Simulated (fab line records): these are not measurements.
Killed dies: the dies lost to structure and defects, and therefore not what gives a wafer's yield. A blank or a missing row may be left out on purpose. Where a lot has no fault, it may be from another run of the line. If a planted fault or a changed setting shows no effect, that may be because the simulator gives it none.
Comparing a struck lot with a sound one || flow n5_finfet || 18 out of 1938 route steps
Sound: the wafers L345.1, L345.3, L345.4. The struck wafers were L358.2, L358.5, L358.6. The cause is named last.
Per side, at each step with rows, come the tool, then ch with its chambers, and then its first start. Under that, the readings that differ: sound wafers || struck wafers || difference of the means || sigmas: that difference in standard deviations of wafers without a fault.
alike: same words and numbers on both sides, and readings whose means sit less than 2 such deviations apart. not compared: any withheld reading, any reading some wafer has no value for, any bound like >300 that may hide the same value, and any number with overlapping values for which the record gives no deviation.
The two part at a step that has a row with sigmas, a row that says differs or no value, or rows on one side only. Non-overlapping numbers with no deviation appear without sigmas and do not part them. Lack of a reading on every wafer of one side parts them only where that side has two or more wafers.

N5_PASSIVATION_AL_ETCH_33: etches Al in Cl2/BCl3, stops on TaN, target depth 2800 nm, time 466.7 s.
  sound on rie_metal-01 ch 0,1, day 12 08:19; struck on rie_metal-03 ch 0,1, day 16 01:45
{"reading": "throttle_valve_pct (%)", "sound": "34.0 34.1 34.0", "struck": "35.1 34.4 35.2", "difference": "+0.9", "sigmas": "+2"}
  alike: drypump_motor_current_A, oes_product_au, rf_fwd_power_W
  not compared: rf_hours_counter_h
N5_PASSIVATION_ETCH_59: etches TaN in Cl2/BCl3, target depth 65 nm, time 34.9 s.
  sound on rie_metal-01 ch 0,1, day 12 08:43; struck on rie_metal-03 ch 0,1, day 16 02:10
  alike: drypump_motor_current_A, oes_product_au, rf_fwd_power_W, throttle_valve_pct
  not compared: rf_hours_counter_h
N5_PASSIVATION_STRIP_34: strips in O2.
  sound on rie_diel-03 ch 0,1,2, day 12 08:53; struck on rie_diel-02 ch 1,2, day 16 02:16
  alike: drypump_motor_current_A, oes_product_au, rf_vpp_V, showerhead_plenum_p_Torr, throttle_valve_pct
  not compared: rf_hours_counter_h
then, 4 steps without rows for these wafers: N5_PASSIVATION_STRIP_51 (strips in post etch residue remover, time 1200 s); N5_PASSIVATION_CLEAN_69 (cleans in IPA, time 180 s); N5_PASSIVATION_SRD_70 (time 30 s); N5_PASSIVATION_PECVD_53 (deposits SiO2 from TEOS/O2, target thk 800 nm, time 169.4 s).
N5_PASSIVATION_PECVD_35: deposits SiNx from SiH4/NH3/N2, target thk 700 nm, time 151.3 s.
  sound on pecvd-04 ch 0,2, day 12 09:59; struck on pecvd-01 ch 0,1,2, day 16 02:53
{"reading": "showerhead_plenum_p_Torr (Torr)", "sound": "8.67 8.64 8.63", "struck": "8.76 8.72 8.84", "difference": "+0.13", "sigmas": "+2"}
  alike: heater_power_w, rf_fwd_power_W, throttle_valve_pct
then, 4 steps without rows for these wafers: N5_PASSIVATION_HMDS_37 (time 60 s); N5_PASSIVATION_COAT_38; N5_PASSIVATION_EBR_40; N5_PASSIVATION_SOFTBAKE_39 (time 120 s).
N5_PASSIVATION_EXPOSE_41: exposes mask PASS OPEN, defocus 0 nm, target cd 40000 nm.
  sound on krf_scanner-02 ch 0, day 12 10:14; struck on krf_scanner-02 ch 0, day 16 03:08
{"reading": "exposure_dose_mJ_cm2", "sound": "57.25 57.20 57.17", "struck": "54.96 54.94 54.90", "difference": -2.27, "sigmas": -37}
  alike: mask
then, 3 steps without rows for these wafers: N5_PASSIVATION_PEB_42; N5_PASSIVATION_DEVELOP_43 (develop time 60 s); N5_PASSIVATION_HARDBAKE_45 (time 120 s).
N5_PASSIVATION_CD_MEAS_44: the cd target is 40000 nm.
  sound on cd_sem-02 ch 0, day 12 10:25; struck on cd_sem-01 ch 0, day 16 03:19
{"reading": "cd_nm (nm)", "sound": "39997 40004 39994", "struck": "39990 39987 39980", "difference": -13, "sigmas": -3}
N5_PASSIVATION_OVL_MEAS_66:
  sound on overlay-02 ch 0, day 12 10:26; struck on overlay-02 ch 0, day 16 03:21
  alike: PASS_OPEN_OVL

## WHERE THEY PART
Last at N5_PASSIVATION_CD_MEAS_44 as far as this record goes, first at N5_PASSIVATION_AL_ETCH_33. Later steps at which nothing parts them and some readings are alike: N5_PASSIVATION_OVL_MEAS_66.

WHY: what the simulator had put in
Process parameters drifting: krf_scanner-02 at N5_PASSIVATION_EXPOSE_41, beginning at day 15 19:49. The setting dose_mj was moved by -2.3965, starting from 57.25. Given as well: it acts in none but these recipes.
